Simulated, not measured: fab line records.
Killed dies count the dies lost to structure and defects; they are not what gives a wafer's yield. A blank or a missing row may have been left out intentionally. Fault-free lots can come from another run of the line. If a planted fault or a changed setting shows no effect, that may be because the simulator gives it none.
Split-lot study	flow n5 finfet	39 wafers read from 7 lots, route of 1938 steps

## THE SPLIT
At N5_BEOL_M6_CVD_78 (deposits Co from CCTBA/H2, target thk 2 nm, time 142.3 s), the setting target thk a was moved away from the recipe's 20 angstrom on 15 of the 39 wafers read, by -40.5% to +58.6%. For the rest of the wafers, this setting stayed at what the recipe calls for.

The split's own step is where the reading is taken.

## THE READING
Co_of_BEOL_M6_CVD_78.thk nm (the simulator's own value, which no gauge read), in nm, at N5_BEOL_M6_CVD_78 (deposits Co from CCTBA/H2, target thk 2 nm, time 142.3 s). No usual value for it is given in the file. The 24 wafers here that ran the recipe average 1.9 nm, standard deviation 0.16 nm.

wafer	tool, chamber at the split	target thk a as run, angstrom	against the recipe	Co_of_BEOL_M6_CVD_78.thk nm, nm	against lot-mates on the recipe
L074.1	cvd co-02, 2,0,0	20	recipe	2	-
L074.2	cvd co-02, 2,0,0	20	recipe	2	-
L074.5	cvd co-02, 2,0,0	20	recipe	2	-
L077.1	cvd co-02, 1,2	20	recipe	2	-
L077.2	cvd co-02, 1,2	20	recipe	2	-
L077.3	cvd co-02, 0	20	recipe	2.2	-
L077.4	cvd co-02, 2,1	14.53	-27.4%	1.6	-0.5
L077.5	cvd co-02, 2,1	14.53	-27.4%	1.6	-0.5
L077.6	cvd co-02, 0	14.53	-27.4%	1.4	-0.7
L083.1	cvd co-01, 0,2	15.34	-23.3%	1.4	-0.5
L083.3	cvd co-01, 0,2	15.34	-23.3%	1.4	-0.5
L083.2	cvd co-01, 1,2	20	recipe	2	-
L083.4	cvd co-01, 1,2	20	recipe	2	-
L083.5	cvd co-01, 1	15.34	-23.3%	1.6	-0.3
L083.6	cvd co-01, 0	20	recipe	1.8	-
L085.1	cvd co-01, 1,0	20	recipe	1.8	-
L085.6	cvd co-01, 1,0	20	recipe	1.8	-
L085.2	cvd co-01, 2,1	31.72	+58.6%	3.2	+1.3
L085.5	cvd co-01, 2,1	31.72	+58.6%	3.2	+1.3
L085.3	cvd co-01, 0	31.72	+58.6%	3	+1.1
L085.4	cvd co-01, 2	20	recipe	2	-
L091.1	cvd co-01, 1	15.42	-22.9%	1.2	-0.4
L091.2	cvd co-01, 2	15.42	-22.9%	1.4	-0.2
L091.4	cvd co-01, 2	15.42	-22.9%	1.4	-0.2
L091.3	cvd co-01, 0,0,1	20	recipe	1.6	-
L091.5	cvd co-01, 0,0,1	20	recipe	1.6	-
L091.6	cvd co-01, 0,0,1	20	recipe	1.6	-
L094.1	cvd co-01, 2	20	recipe	2	-
L094.2	cvd co-01, 0,0,2,2	20	recipe	1.8	-
L094.3	cvd co-01, 0,0,2,2	20	recipe	1.8	-
L094.4	cvd co-01, 0,0,2,2	20	recipe	1.8	-
L094.5	cvd co-01, 0,0,2,2	20	recipe	1.8	-
L094.6	cvd co-01, 0	20	recipe	1.6	-
L097.1	cvd co-01, 2	20	recipe	1.8	-
L097.6	cvd co-01, 2	20	recipe	1.8	-
L097.2	cvd co-01, 1	20	recipe	2	-
L097.3	cvd co-01, 0,1,0	11.9	-40.5%	1	-0.9
L097.4	cvd co-01, 0,1,0	11.9	-40.5%	1	-0.9
L097.5	cvd co-01, 0,1,0	11.9	-40.5%	1	-0.9
Rows listing several chambers each stand for several wafers; the file does not say which wafer went through which chamber.

FIT RESULTS
A straight line over all 39 wafers: Co_of_BEOL_M6_CVD_78.thk nm changes by +0.0205 nm for each +1% of target thk a; r = +0.95; the points scatter about the line by 0.16 nm.
The same after taking each lot's own level away (the mean of its wafers on the recipe; 39 wafers): +0.0206 nm for each +1%; r = +0.98; scatter 0.11 nm.
Per that fit: largest target thk a move, reading shift of 1.2 nm.
The lots' own levels span 1.60 to 2.07 nm, that is 2.9 times the standard deviation above.
The two slopes agree, so the slope changes little with the lot-to-lot level.
Check: +1.2 nm against its lot-mates is what the line predicts for one of the wafers moved furthest among these (+58.6%) when that wafer is left out of the fit. It came out at +1.33 nm against them.

## THE OTHER SPLITS THESE WAFERS WENT THROUGH
Other splits were also applied to these wafers ahead of the reading. Each is held against what the fit with the lots' levels taken away leaves over:
other split on the same wafers	wafers away from the commonest value	r with Co_of_BEOL_M6_CVD_78.thk nm (lot level and that fit taken away)
N5_ZERO_LAYER_DEVELOP_10 develop time s	12	-0.03
N5_FIN_SAQP_HM_DEP_03 time s	15	+0.03
N5_BEOL_M1_ILD_DEP_00 target thk a	12	-0.17
N5_BEOL_M3_ETCH_41 target depth a	9	+0.03

## FILE'S OWN FIT
Co_of_BEOL_M6_CVD_78.thk nm changes by +0.0205 nm for each +1% of target thk a, r = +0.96.
